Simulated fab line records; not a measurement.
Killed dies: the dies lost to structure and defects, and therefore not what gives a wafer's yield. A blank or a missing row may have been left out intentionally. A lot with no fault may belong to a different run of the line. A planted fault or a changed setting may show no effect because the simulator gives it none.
fab line records	flow n5-finfet
[record] lots = 24	wafers = 72	last-day = 18
route steps=1938 shown BEOL_M13@1699 BEOL_M14@1728
lots with no fault: from the same line, run without faults
start-h: start of the lot's first displayed wafer, in hours after the record's first day	wait-h: hours since the lot's step before	" unchanged from the row above	L1.1+2: one row covering several wafers at once	- no value, or no start was given	* or withheld: withheld	< > ~ a bound
route shown NAME@n: NAME is a module with steps in the file, n the number in the route of the first one	usual: mean/standard deviation taken from wafers without a fault	same: alike in all rows	chamber/n: place in a boat	sites: each site's reading	_std_site: standard deviation of those values	_edge_site: mean of outer sites minus mean of inner sites	radius-mm: for every site, how far away it sits from the centre of the wafer	mask NAME#n: copy n	behind: tool/chamber where the wafer was last shaped	hold: why the lot was held/for how many hours/how that ended	device: which transistor (n, p or np) failed to switch	end of line: at the end of the route, the tests of the same wafers	for a step that has no rows: nothing shown but its recipe	killed: the dies lost at the first sort to structure and to defects; this is not the yield of the wafer	map: dies across one wafer; x = killed, . = not, _ = none there
set.NAME: the run value of the setting; set.NAME@STEP: its run value at that earlier step	model.NAME: the simulator's own value behind a step, which no gauge read
steps of the route over a sample of lots; a table a step, a row a wafer
services: the hour from which a tool's chamber was out of use, counted from the record's first day as start-h (under 0 if before that day), plus the number of hours and why
[[steps]]
[step N5_BEOL_M13_STRIP_37]
[recipe] chemistry = N2/H2	power-w = 1000	temp-c = 250	h2-frac = 0.65	overash-fraction = 0.3	pressure-mtorr = withheld	n2-flow-sccm = 1750	h2-flow-sccm = 3250
[usual] drypump-motor-current-A = 5.6/0.32	h2-flow-sccm = 3251/9.3	heater-power-w = 352/38	oes-product-au = 0.784/0.01
lot.wafer	tool	chamber	start-h	wait-h	drypump-motor-current-A	h2-flow-sccm	heater-power-w	oes-product-au	rf-hours-counter-h
L074.1	plasma-asher-02	0	238.90	0.0	5.4	3253	302	0.787	71
L074.3	"	0	"	"	5.4	3252	301	0.783	-
L074.6	"	0	"	"	5.4	3242	304	0.798	-
L075.1	plasma-asher-01	0	246.22	0.0	5.3	3245	409	0.806	116
L075.4	"	0	"	"	5.2	3244	408	0.790	-
L075.5	"	0	"	"	5.2	3256	421	0.783	-
L076.2	plasma-asher-02	1	258.34	0.0	5.8	3247	347	0.785	75
L076.3	"	1	"	"	5.9	3245	357	0.794	-
L076.6	"	1	"	"	5.8	3262	342	0.781	-
L077.1	plasma-asher-01	0	265.80	0.0	5.2	3256	409	0.789	120
L077.2	"	1	"	"	6.0	3249	338	0.773	120
L077.4	"	0	"	"	5.2	3252	409	0.794	-
L080.2	plasma-asher-01	1	271.82	0.0	6.0	3265	331	0.771	121
L080.3	"	0	"	"	5.2	3243	397	0.785	-
L080.4	"	1	"	"	6.0	3253	340	0.773	-
L078.1	plasma-asher-02	0	275.53	0.0	5.4	3246	298	0.791	78
L078.2	"	1	"	"	5.9	3266	345	0.790	78
L078.6	"	0	"	"	5.4	3261	313	0.796	-
L079.1	plasma-asher-01	1	276.44	0.0	6.0	3261	338	0.792	122
L079.3	"	0	"	"	5.2	3238	396	0.774	-
L079.5	"	1	"	"	6.0	3253	332	0.807	-
L081.1	plasma-asher-01	1	287.15	0.0	6.0	3231	331	0.782	124
L081.3	"	1	"	"	6.0	3243	333	0.787	-
L081.6	"	0	"	"	5.2	3259	408	0.775	-
L083.3	plasma-asher-02	1	288.57	0.1	5.9	3251	346	0.765	-
L083.4	"	0	"	"	5.5	3261	319	0.760	-
L083.5	"	1	"	"	5.9	3252	342	0.778	-
L082.2	plasma-asher-02	1	292.16	0.0	5.9	3246	350	0.781	81
L082.3	"	1	"	"	5.9	3250	346	0.787	-
L082.6	"	0	"	"	5.4	3242	307	0.790	-
L084.1	plasma-asher-01	1	305.01	0.0	6.0	3272	338	0.781	128
L084.2	"	0	"	"	5.2	3229	420	0.772	128
L084.5	"	1	"	"	5.9	3253	333	0.784	-
L085.2	plasma-asher-01	0	308.94	0.0	5.2	3252	410	0.770	129
L085.5	"	0	"	"	5.2	3247	409	0.793	-
L085.6	"	1	"	"	6.0	3262	335	0.795	-
L086.1	plasma-asher-01	0	314.41	0.0	5.2	3243	421	0.811	129
L086.2	"	1	"	"	6.0	3247	346	0.773	129
L086.5	"	0	"	"	5.2	3244	416	0.774	-
L087.2	plasma-asher-01	1	319.87	0.0	6.0	3259	338	0.796	130
L087.4	"	1	"	"	6.0	3254	341	0.795	-
L087.6	"	0	"	"	5.2	3255	419	0.775	-
L089.2	plasma-asher-02	0	322.19	0.0	5.4	3244	311	0.781	87
L089.4	"	0	"	"	5.4	3231	303	0.761	-
L089.6	"	1	"	"	5.9	3249	345	0.774	-
L091.4	plasma-asher-01	1	331.17	0.1	6.0	3263	332	0.782	-
L091.5	"	0	"	"	5.2	3246	412	0.787	-
L091.6	"	1	"	"	6.0	3278	335	0.782	-
L088.1	plasma-asher-02	1	332.02	0.0	5.9	3264	355	0.787	89
L088.5	"	1	"	"	5.8	3247	348	0.782	-
L088.6	"	0	"	"	5.4	3260	310	0.791	-
L090.1	plasma-asher-02	0	340.28	0.0	5.4	3247	300	0.779	91
L090.2	"	1	"	"	5.8	3250	349	0.774	91
L090.6	"	0	"	"	5.4	3242	316	0.775	-
L092.1	plasma-asher-02	1	353.33	0.0	5.9	3244	347	0.793	93
L092.2	"	0	"	"	5.4	3237	298	0.795	93
L092.4	"	0	"	"	5.4	3239	301	0.785	-
L093.1	plasma-asher-02	0	363.86	0.0	5.4	3247	297	0.777	94
L093.3	"	1	"	"	5.9	3246	348	0.783	-
L093.4	"	0	"	"	5.4	3252	303	0.792	-
L095.2	plasma-asher-01	0	370.53	0.0	5.2	3263	406	0.760	141
L095.4	"	0	"	"	5.2	3265	407	0.771	-
L095.5	"	0	"	"	5.2	3250	409	0.761	-
L096.1	plasma-asher-01	1	387.30	0.0	5.9	3254	342	0.786	144
L096.4	"	1	"	"	6.0	3257	340	0.799	-
L096.5	"	0	"	"	5.2	3260	420	0.778	-
L094.1	plasma-asher-02	1	391.30	0.0	5.8	3238	342	0.759	100
L094.3	"	0	"	"	5.4	3236	310	0.777	-
L094.6	"	1	"	"	5.9	3261	342	0.796	-
L097.1	plasma-asher-01	1	396.68	0.0	6.0	3253	340	0.771	146
L097.4	"	1	"	"	6.0	3251	335	0.793	-
L097.6	"	0	"	"	5.2	3258	397	0.803	-
[step N5_BEOL_M13_PRE_CLEAN_42]
[recipe] gas = H2/He	time-s = 30	temp-c = 250
[usual] heater-power-w = 322/38
lot.wafer	tool	chamber	start-h	wait-h	heater-power-w
L074.1	pvd-sputter-01	-	243.19	0.0	338
L074.3	"	-	"	"	322
L074.6	"	-	"	"	337
L075.1	pvd-sputter-02	-	246.93	0.0	401
L075.4	"	-	"	"	323
L075.5	"	-	"	"	265
L076.2	pvd-sputter-03	-	262.49	0.0	340
L076.3	"	-	"	"	305
L076.6	"	-	"	"	300
L077.1	pvd-sputter-02	-	267.57	0.0	313
L077.2	"	-	"	"	327
L077.4	"	-	"	"	396
L080.2	pvd-sputter-03	-	275.11	0.0	300
L080.3	"	-	"	"	297
L080.4	"	-	"	"	338
L078.1	pvd-sputter-02	-	275.87	0.0	329
L078.2	"	-	"	"	262
L078.6	"	-	"	"	399
L079.1	pvd-sputter-01	-	276.93	0.0	340
L079.3	"	-	"	"	317
L079.5	"	-	"	"	298
L081.1	pvd-sputter-01	-	288.48	0.0	333
L081.3	"	-	"	"	308
L081.6	"	-	"	"	334
L083.3	pvd-sputter-03	-	289.10	0.0	295
L083.4	"	-	"	"	308
L083.5	"	-	"	"	348
L082.2	pvd-sputter-01	-	294.62	0.0	332
L082.3	"	-	"	"	324
L082.6	"	-	"	"	331
L084.1	pvd-sputter-02	-	306.20	0.0	327
L084.2	"	-	"	"	258
L084.5	"	-	"	"	330
L085.2	pvd-sputter-02	-	309.70	0.0	266
L085.5	"	-	"	"	395
L085.6	"	-	"	"	320
L086.1	pvd-sputter-02	-	315.92	0.0	257
L086.2	"	-	"	"	402
L086.5	"	-	"	"	325
L087.2	pvd-sputter-02	-	323.97	0.0	263
L087.4	"	-	"	"	317
L087.6	"	-	"	"	249
L089.2	pvd-sputter-02	-	324.75	0.0	311
L089.4	"	-	"	"	406
L089.6	"	-	"	"	263
L091.4	pvd-sputter-01	-	332.83	0.0	308
L091.5	"	-	"	"	301
L091.6	"	-	"	"	338
L088.1	pvd-sputter-02	-	333.17	0.0	325
L088.5	"	-	"	"	307
L088.6	"	-	"	"	403
L090.1	pvd-sputter-02	-	341.18	0.0	313
L090.2	"	-	"	"	327
L090.6	"	-	"	"	264
L092.1	pvd-sputter-02	-	354.05	0.0	331
L092.2	"	-	"	"	390
L092.4	"	-	"	"	314
L093.1	pvd-sputter-01	-	369.68	0.0	326
L093.3	"	-	"	"	311
L093.4	"	-	"	"	307
L095.2	pvd-sputter-01	-	371.34	0.0	321
L095.4	"	-	"	"	306
L095.5	"	-	"	"	314
L096.1	pvd-sputter-01	-	387.65	0.0	304
L096.4	"	-	"	"	321
L096.5	"	-	"	"	310
L094.1	pvd-sputter-03	-	392.24	0.0	303
L094.3	"	-	"	"	335
L094.6	"	-	"	"	304
L097.1	pvd-sputter-02	-	403.76	0.0	312
L097.4	"	-	"	"	259
L097.6	"	-	"	"	319
[step N5_BEOL_M13_SPUTTER_43]
[recipe] material = TaN	target-thk-a = 150	temp-c = 50	bias-v = 168.6	power-w = 15000	chamber-pressure-pa = 0.12	time-s = 24.19
[usual] cathode-dc-power-W = 15000/2.9	throttle-valve-pct = 30.1/1.3
lot.wafer	tool	chamber	start-h	wait-h	cathode-dc-power-W	throttle-valve-pct
L074.1	pvd-sputter-01	-	243.23	0.0	15005	29.9
L074.3	"	-	"	"	15000	29.5
L074.6	"	-	"	"	14994	30.2
L075.1	pvd-sputter-02	-	246.97	0.0	14998	28.9
L075.4	"	-	"	"	15000	28.5
L075.5	"	-	"	"	14998	32.8
L076.2	pvd-sputter-03	-	262.53	0.0	14998	30.9
L076.3	"	-	"	"	15001	28.0
L076.6	"	-	"	"	14994	31.5
L077.1	pvd-sputter-02	-	267.61	0.0	14996	31.0
L077.2	"	-	"	"	15002	28.6
L077.4	"	-	"	"	14998	29.1
L080.2	pvd-sputter-03	-	275.15	0.0	15001	31.7
L080.3	"	-	"	"	15000	28.0
L080.4	"	-	"	"	15002	30.9
L078.1	pvd-sputter-02	-	275.91	0.0	14996	28.7
L078.2	"	-	"	"	15004	32.8
L078.6	"	-	"	"	14998	29.1
L079.1	pvd-sputter-01	-	276.97	0.0	15004	30.0
L079.3	"	-	"	"	15004	29.5
L079.5	"	-	"	"	15001	29.5
L081.1	pvd-sputter-01	-	288.52	0.0	15006	30.0
L081.3	"	-	"	"	14999	29.3
L081.6	"	-	"	"	15001	30.0
L083.3	pvd-sputter-03	-	289.14	0.0	15005	31.7
L083.4	"	-	"	"	15000	28.1
L083.5	"	-	"	"	14998	30.7
L082.2	pvd-sputter-01	-	294.66	0.0	15006	29.8
L082.3	"	-	"	"	15000	29.8
L082.6	"	-	"	"	15005	30.2
L084.1	pvd-sputter-02	-	306.24	0.0	15000	28.2
L084.2	"	-	"	"	14995	32.6
L084.5	"	-	"	"	15000	28.4
L085.2	pvd-sputter-02	-	309.74	0.0	15004	32.2
L085.5	"	-	"	"	15001	28.9
L085.6	"	-	"	"	14999	30.9
L086.1	pvd-sputter-02	-	315.96	0.0	15001	32.2
L086.2	"	-	"	"	14999	29.2
L086.5	"	-	"	"	15001	28.5
L087.2	pvd-sputter-02	-	324.01	0.0	15002	32.7
L087.4	"	-	"	"	14999	31.2
L087.6	"	-	"	"	15004	32.5
L089.2	pvd-sputter-02	-	324.79	0.0	15001	30.8
L089.4	"	-	"	"	15001	29.0
L089.6	"	-	"	"	14997	32.5
L091.4	pvd-sputter-01	-	332.87	0.0	15001	30.3
L091.5	"	-	"	"	15001	28.9
L091.6	"	-	"	"	15004	29.8
L088.1	pvd-sputter-02	-	333.21	0.0	15000	28.1
L088.5	"	-	"	"	14997	30.9
L088.6	"	-	"	"	14998	29.1
L090.1	pvd-sputter-02	-	341.22	0.0	15005	31.0
L090.2	"	-	"	"	15006	28.3
L090.6	"	-	"	"	14998	32.5
L092.1	pvd-sputter-02	-	354.09	0.0	14998	28.4
L092.2	"	-	"	"	14993	29.1
L092.4	"	-	"	"	15003	30.9
L093.1	pvd-sputter-01	-	369.72	0.0	14996	29.8
L093.3	"	-	"	"	14998	30.6
L093.4	"	-	"	"	14999	29.5
L095.2	pvd-sputter-01	-	371.38	0.0	15003	29.8
L095.4	"	-	"	"	14996	29.2
L095.5	"	-	"	"	14999	29.9
L096.1	pvd-sputter-01	-	387.69	0.0	15002	29.4
L096.4	"	-	"	"	14998	29.7
L096.5	"	-	"	"	14996	30.2
L094.1	pvd-sputter-03	-	392.28	0.0	14996	31.7
L094.3	"	-	"	"	14998	30.8
L094.6	"	-	"	"	15001	27.8
L097.1	pvd-sputter-02	-	403.80	0.0	15002	31.0
L097.4	"	-	"	"	15007	32.4
L097.6	"	-	"	"	15002	31.0
[step N5_BEOL_M13_SPUTTER_45]
[recipe] material = Cu	target-thk-a = 800	temp-c = -20	bias-v = 60	power-w = 26000	chamber-pressure-pa = 0.13	time-s = 13.33
[usual] cathode-dc-power-W = 26000/4.4	chuck-gas-flow-sccm = 1.26/0.051	throttle-valve-pct = 30.1/1.4
lot.wafer	tool	chamber	start-h	wait-h	cathode-dc-power-W	chuck-gas-flow-sccm	throttle-valve-pct
L074.1	pvd-sputter-01	-	243.39	0.0	26005	1.19	30.0
L074.3	"	-	"	"	26002	1.16	29.8
L074.6	"	-	"	"	25997	1.29	29.8
L075.1	pvd-sputter-02	-	247.13	0.0	26000	1.37	29.1
L075.4	"	-	"	"	25998	1.23	28.4
L075.5	"	-	"	"	26002	1.25	32.7
L076.2	pvd-sputter-03	-	262.69	0.0	26002	1.29	31.1
L076.3	"	-	"	"	25997	1.33	27.7
L076.6	"	-	"	"	26004	1.15	31.3
L077.1	pvd-sputter-02	-	267.77	0.0	25997	1.20	30.7
L077.2	"	-	"	"	25996	1.31	28.2
L077.4	"	-	"	"	26001	1.27	29.2
L080.2	pvd-sputter-03	-	275.31	0.0	25992	1.26	31.6
L080.3	"	-	"	"	26011	1.34	27.8
L080.4	"	-	"	"	26005	1.24	30.8
L078.1	pvd-sputter-02	-	276.07	0.0	26003	1.19	28.5
L078.2	"	-	"	"	25999	1.20	32.9
L078.6	"	-	"	"	25995	1.24	29.2
L079.1	pvd-sputter-01	-	277.13	0.0	26000	1.29	29.8
L079.3	"	-	"	"	26009	1.29	29.5
L079.5	"	-	"	"	26008	1.26	29.0
L081.1	pvd-sputter-01	-	288.68	0.0	25992	1.24	30.1
L081.3	"	-	"	"	26000	1.27	28.8
L081.6	"	-	"	"	25997	1.22	30.1
L083.3	pvd-sputter-03	-	289.30	0.0	26001	1.32	31.7
L083.4	"	-	"	"	25994	1.38	28.0
L083.5	"	-	"	"	25994	1.24	30.9
L082.2	pvd-sputter-01	-	294.82	0.0	26013	1.23	29.9
L082.3	"	-	"	"	26007	1.29	30.0
L082.6	"	-	"	"	25998	1.34	29.9
L084.1	pvd-sputter-02	-	306.40	0.0	26002	1.22	28.6
L084.2	"	-	"	"	26003	1.22	33.0
L084.5	"	-	"	"	26002	1.23	28.5
L085.2	pvd-sputter-02	-	309.90	0.0	26001	1.14	32.7
L085.5	"	-	"	"	26000	1.32	29.1
L085.6	"	-	"	"	26007	1.29	31.1
L086.1	pvd-sputter-02	-	316.12	0.0	26002	1.22	32.3
L086.2	"	-	"	"	26000	1.22	29.3
L086.5	"	-	"	"	26010	1.26	28.5
L087.2	pvd-sputter-02	-	324.17	0.0	26003	1.25	32.7
L087.4	"	-	"	"	26002	1.30	30.8
L087.6	"	-	"	"	26001	1.25	32.5
L089.2	pvd-sputter-02	-	324.95	0.0	25999	1.25	31.3
L089.4	"	-	"	"	26003	1.35	29.2
L089.6	"	-	"	"	26007	1.33	32.5
L091.4	pvd-sputter-01	-	333.03	0.0	25998	1.27	30.4
L091.5	"	-	"	"	25996	1.32	29.6
L091.6	"	-	"	"	26000	1.23	30.1
L088.1	pvd-sputter-02	-	333.37	0.0	26003	1.22	28.5
L088.5	"	-	"	"	25999	1.24	30.8
L088.6	"	-	"	"	26002	1.29	29.0
L090.1	pvd-sputter-02	-	341.38	0.0	25997	1.30	30.9
L090.2	"	-	"	"	26005	1.21	28.2
L090.6	"	-	"	"	25991	1.34	32.5
L092.1	pvd-sputter-02	-	354.25	0.0	25997	1.19	28.3
L092.2	"	-	"	"	25995	1.23	29.2
L092.4	"	-	"	"	25992	1.20	31.2
L093.1	pvd-sputter-01	-	369.88	0.0	25996	1.19	30.1
L093.3	"	-	"	"	26002	1.24	30.4
L093.4	"	-	"	"	25998	1.30	29.1
L095.2	pvd-sputter-01	-	371.54	0.0	25997	1.31	29.6
L095.4	"	-	"	"	26001	1.24	29.2
L095.5	"	-	"	"	26005	1.25	29.7
L096.1	pvd-sputter-01	-	387.85	0.0	26002	1.19	29.4
L096.4	"	-	"	"	26005	1.31	29.7
L096.5	"	-	"	"	26001	1.26	30.6
L094.1	pvd-sputter-03	-	392.44	0.0	26001	1.28	31.6
L094.3	"	-	"	"	25996	1.28	31.1
L094.6	"	-	"	"	26001	1.35	27.8
L097.1	pvd-sputter-02	-	403.96	0.0	26004	1.22	30.9
L097.4	"	-	"	"	26002	1.23	32.5
L097.6	"	-	"	"	26003	1.27	31.1
[step N5_BEOL_M14_INSPECT_12]
[recipe] mode = adi	inspect-instrument = macro
[usual] raw-defect-count = 2.0/1.4
lot.wafer	tool	chamber	start-h	wait-h	raw-defect-count
L074.1	defect-inspect-01	-	245.18	0.0	2
L074.3	"	-	"	"	1
L074.6	"	-	"	"	5
L075.1	defect-inspect-02	-	248.86	0.0	1
L075.4	"	-	"	"	1
L075.5	"	-	"	"	1
L076.2	defect-inspect-01	-	264.31	0.0	1
L076.3	"	-	"	"	2
L076.6	"	-	"	"	1
L077.1	defect-inspect-01	-	269.41	0.0	2
L077.2	"	-	"	"	4
L077.4	"	-	"	"	3
L080.2	defect-inspect-01	-	276.94	0.0	3
L080.3	"	-	"	"	2
L080.4	"	-	"	"	1
L078.1	defect-inspect-01	-	277.81	0.0	3
L078.2	"	-	"	"	1
L078.6	"	-	"	"	2
L079.1	defect-inspect-02	-	278.77	0.0	2
L079.3	"	-	"	"	3
L079.5	"	-	"	"	1
L081.1	defect-inspect-02	-	290.44	0.0	1
L081.3	"	-	"	"	2
L081.6	"	-	"	"	2
L083.3	defect-inspect-02	-	291.04	0.0	0
L083.4	"	-	"	"	2
L083.5	"	-	"	"	2
L082.2	defect-inspect-02	-	296.59	0.0	0
L082.3	"	-	"	"	1
L082.6	"	-	"	"	1
L084.1	defect-inspect-02	-	308.02	0.0	1
L084.2	"	-	"	"	1
L084.5	"	-	"	"	2
L085.2	defect-inspect-02	-	311.52	0.0	0
L085.5	"	-	"	"	1
L085.6	"	-	"	"	4
L086.1	defect-inspect-02	-	317.73	0.0	1
L086.2	"	-	"	"	1
L086.5	"	-	"	"	1
L087.2	defect-inspect-01	-	325.91	0.0	0
L087.4	"	-	"	"	3
L087.6	"	-	"	"	2
L089.2	defect-inspect-01	-	326.56	0.0	3
L089.4	"	-	"	"	3
L089.6	"	-	"	"	1
L091.4	defect-inspect-02	-	334.94	0.0	0
L091.5	"	-	"	"	2
L091.6	"	-	"	"	4
L088.1	defect-inspect-01	-	335.18	0.0	0
L088.5	"	-	"	"	3
L088.6	"	-	"	"	3
L090.1	defect-inspect-02	-	350.58	0.0	1
L090.2	"	-	"	"	5
L090.6	"	-	"	"	4
L092.1	defect-inspect-02	-	356.40	0.0	2
L092.2	"	-	"	"	2
L092.4	"	-	"	"	5
L093.1	defect-inspect-01	-	371.58	0.0	0
L093.3	"	-	"	"	4
L093.4	"	-	"	"	1
L095.2	defect-inspect-02	-	373.15	0.0	2
L095.4	"	-	"	"	1
L095.5	"	-	"	"	1
L096.1	defect-inspect-01	-	389.94	0.0	6
L096.4	"	-	"	"	2
L096.5	"	-	"	"	2
L094.1	defect-inspect-02	-	394.40	0.0	3
L094.3	"	-	"	"	2
L094.6	"	-	"	"	2
L097.1	defect-inspect-02	-	405.65	0.0	2
L097.4	"	-	"	"	4
L097.6	"	-	"	"	1
[step N5_BEOL_M14_VIA_ETCH_16]
[recipe] chemistry = C4F8/O2/Ar	target = SiO2	he-inner-torr = 15	he-outer-torr = 30	target-depth-a = 12313	time-s = withheld	ion-energy-ev = 800	pressure-mtorr = 20	source-w = 1905	bias-w = 2040	Ar_flow_sccm = 400	C4F8_flow_sccm = 16	O2_flow_sccm = 12	ends = cleared
[usual] O2_flow_sccm = 12.00/0.035	bias-w = 2040/5.7	drypump-motor-current-A = 5.8/0.41	oes_o_777_au = 0.82/0.1	oes-product-au = 0.74/0.093	rf-vpp-V = 2222/32	showerhead-plenum-p-Torr = 3.47/0.12	throttle-valve-pct = 30.79/0.26
lot.wafer	tool	chamber	start-h	wait-h	O2_flow_sccm	bias-w	drypump-motor-current-A	oes_o_777_au	oes-product-au	rf-vpp-V	showerhead-plenum-p-Torr	throttle-valve-pct
L074.1	rie-diel-05	0	245.31	0.0	12.03	2042	5.3	0.71	0.67	2195	3.16	31.22
L074.3	"	2	"	"	11.97	2027	5.5	0.94	0.86	2290	3.67	30.61
L074.6	"	2	"	"	11.99	2031	5.5	0.94	0.87	2290	3.67	30.62
L075.1	rie-diel-05	0	249.00	0.0	12.00	2051	5.3	0.71	0.67	2192	3.16	31.21
L075.4	"	2	"	"	11.99	2043	5.5	0.94	0.86	2289	3.67	30.62
L075.5	"	1	"	"	11.96	2034	6.6	0.94	0.83	2210	3.66	31.18
L076.2	rie-diel-01	0	264.43	0.0	12.03	2035	5.5	0.77	0.68	2204	3.45	30.72
L076.3	"	1	"	"	12.00	2040	6.1	0.68	0.61	2170	3.39	30.93
L076.6	"	2	"	"	12.04	2039	6.4	0.96	0.87	2226	3.51	30.39
L077.1	rie-diel-01	0	269.53	0.0	12.02	2033	5.5	0.76	0.68	2206	3.45	30.71
L077.2	"	2	"	"	12.02	2036	6.4	0.95	0.87	2226	3.50	30.41
L077.4	"	2	"	"	11.99	2043	6.3	0.96	0.87	2225	3.50	30.42
L080.2	rie-diel-06	1	277.06	0.0	12.06	2044	5.8	0.91	0.82	2225	3.40	31.03
L080.3	"	2	"	"	12.06	2041	5.6	0.71	0.62	2226	3.24	30.78
L080.4	"	0	"	"	11.98	2032	6.0	0.74	0.67	2204	3.55	30.96
L078.1	rie-diel-01	0	277.93	0.0	11.92	2040	5.5	0.76	0.67	2205	3.45	30.69
L078.2	"	2	"	"	12.07	2041	6.4	0.94	0.86	2227	3.50	30.40
L078.6	"	0	"	"	11.98	2039	5.5	0.76	0.68	2204	3.45	30.69
L079.1	rie-diel-05	0	278.90	0.0	12.02	2037	5.3	0.70	0.65	2194	3.16	31.22
L079.3	"	2	"	"	12.03	2039	5.4	0.91	0.82	2288	3.66	30.61
L079.5	"	1	"	"	11.98	2033	6.6	0.92	0.81	2208	3.66	31.19
L081.1	rie-diel-01	2	290.57	0.0	12.01	2042	6.3	0.94	0.84	2225	3.50	30.42
L081.3	"	1	"	"	12.02	2041	6.1	0.67	0.61	2169	3.38	30.95
L081.6	"	0	"	"	11.95	2036	5.5	0.75	0.67	2204	3.45	30.70
L083.3	rie-diel-01	3	291.61	0.0	11.98	2050	5.3	0.95	0.87	2235	3.39	30.57
L083.4	"	0	"	"	11.99	2037	5.5	0.76	0.67	2204	3.45	30.70
L083.5	"	0	"	"	11.97	2045	5.5	0.76	0.67	2204	3.45	30.71
L082.2	rie-diel-01	2	297.05	0.0	12.02	2038	6.4	0.92	0.84	2226	3.50	30.39
L082.3	"	3	"	"	12.03	2032	5.3	0.93	0.87	2237	3.39	30.61
L082.6	"	3	"	"	12.08	2042	5.3	0.94	0.86	2235	3.39	30.61
L084.1	rie-diel-01	3	308.14	0.0	12.01	2043	5.3	0.93	0.85	2235	3.39	30.60
L084.2	"	2	"	"	12.05	2037	6.4	0.91	0.82	2226	3.50	30.42
L084.5	"	1	"	"	11.97	2036	6.1	0.66	0.60	2169	3.38	30.94
L085.2	rie-diel-05	2	311.64	0.0	12.04	2033	5.5	0.88	0.80	2289	3.66	30.63
L085.5	"	2	"	"	12.03	2036	5.4	0.89	0.80	2288	3.66	30.63
L085.6	"	0	"	"	11.97	2032	5.3	0.69	0.64	2194	3.15	31.23
L086.1	rie-diel-05	2	317.91	0.0	11.93	2042	5.5	0.88	0.80	2288	3.65	30.64
L086.2	"	0	"	"	11.98	2030	5.3	0.70	0.64	2193	3.15	31.22
L086.5	"	0	"	"	12.04	2040	5.3	0.69	0.64	2193	3.15	31.24
L087.2	rie-diel-06	0	326.03	0.0	11.95	2032	6.0	0.73	0.65	2201	3.53	30.96
L087.4	"	2	"	"	12.05	2031	5.6	1.02	0.87	2261	3.63	30.37
L087.6	"	0	"	"	12.01	2036	6.0	0.73	0.64	2202	3.53	30.97
L089.2	rie-diel-06	2	326.68	0.0	12.02	2033	5.6	1.01	0.89	2261	3.63	30.36
L089.4	"	3	"	"	12.01	2035	5.8	0.75	0.67	2260	3.56	30.97
L089.6	"	3	"	"	11.94	2043	5.8	0.75	0.67	2260	3.56	30.95
L091.4	rie-diel-01	0	335.36	0.1	11.99	2037	5.4	0.74	0.66	2203	3.44	30.72
L091.5	"	2	"	"	12.05	2043	6.4	0.89	0.79	2223	3.49	30.42
L091.6	"	3	"	"	12.02	2038	5.3	0.90	0.83	2236	3.39	30.63
L088.1	rie-diel-01	3	335.69	0.0	12.02	2039	5.3	0.90	0.83	2235	3.39	30.63
L088.5	"	2	"	"	11.99	2043	6.3	0.88	0.81	2225	3.49	30.41
L088.6	"	0	"	"	12.01	2049	5.5	0.74	0.65	2202	3.44	30.71
L090.1	rie-diel-06	3	350.70	0.0	11.94	2038	5.7	0.74	0.67	2261	3.55	30.94
L090.2	"	1	"	"	11.98	2036	5.7	0.87	0.77	2222	3.38	31.05
L090.6	"	1	"	"	11.97	2034	5.8	0.87	0.78	2223	3.38	31.05
L092.1	rie-diel-06	3	356.52	0.0	11.99	2036	5.8	0.74	0.66	2259	3.55	30.96
L092.2	"	2	"	"	11.99	2042	5.5	0.97	0.86	2261	3.63	30.37
L092.4	"	0	"	"	11.94	2046	6.0	0.72	0.64	2201	3.53	30.96
L093.1	rie-diel-01	2	371.71	0.0	11.97	2041	6.3	0.87	0.79	2224	3.48	30.43
L093.3	"	0	"	"	12.01	2044	5.5	0.74	0.66	2202	3.43	30.73
L093.4	"	1	"	"	12.02	2040	6.1	0.89	0.83	2168	3.37	30.88
L095.2	rie-diel-06	3	373.27	0.0	12.00	2041	5.8	0.73	0.66	2259	3.55	30.98
L095.4	"	1	"	"	12.02	2045	5.8	0.86	0.76	2223	3.38	31.05
L095.5	"	3	"	"	11.99	2038	5.7	0.74	0.66	2259	3.55	30.97
L096.1	rie-diel-06	2	390.07	0.0	11.97	2040	5.6	0.96	0.84	2264	3.62	30.39
L096.4	"	3	"	"	11.95	2047	5.8	0.73	0.66	2259	3.54	31.00
L096.5	"	2	"	"	12.01	2045	5.6	0.96	0.84	2261	3.62	30.38
L094.1	rie-diel-06	1	394.53	0.0	11.97	2040	5.7	0.85	0.76	2222	3.38	31.04
L094.3	"	2	"	"	11.99	2047	5.6	0.95	0.84	2262	3.62	30.38
L094.6	"	2	"	"	11.95	2050	5.6	0.96	0.83	2262	3.62	30.37
L097.1	rie-diel-01	2	405.77	0.0	11.96	2026	6.3	0.85	0.78	2223	3.48	30.48
L097.4	"	3	"	"	11.97	2052	5.3	0.85	0.80	2234	3.37	30.66
L097.6	"	1	"	"	11.98	2036	6.1	0.87	0.82	2167	3.37	30.92
[[services]]
tool	chamber	start-h	hours	kind
rie-diel-05	1	221.26	6.6	repair
plasma-asher-01	-	230.13	5.1	repair
rie-diel-01	2	235.67	-	clean
rie-diel-01	2	235.67	-	consumable-replace:focus-ring
rie-diel-01	2	235.67	13.8	scheduled-down
rie-diel-01	2	235.67	13.8	vent-cycle
rie-diel-01	2	252.91	7.8	repair
rie-diel-01	3	260.69	-	clean
rie-diel-01	3	260.69	-	consumable-replace:focus-ring
rie-diel-01	3	260.69	22.1	scheduled-down
rie-diel-01	3	260.69	22.1	vent-cycle
rie-diel-06	2	288.52	-	clean
rie-diel-06	2	288.52	-	consumable-replace:focus-ring
rie-diel-06	2	288.52	-	consumable-replace:showerhead
pvd-sputter-01	-	297.03	20.4	repair
rie-diel-06	3	309.61	11.3	repair
rie-diel-01	1	318.59	-	clean
rie-diel-01	1	318.59	-	consumable-replace:focus-ring
rie-diel-01	1	318.59	20.4	scheduled-down
rie-diel-01	1	318.59	20.4	vent-cycle
rie-diel-01	3	331.39	3.3	repair
pvd-sputter-02	-	335.00	4.1	repair
rie-diel-06	2	357.44	6.5	repair
rie-diel-05	3	367.90	10.7	repair
[[key]]
fault none
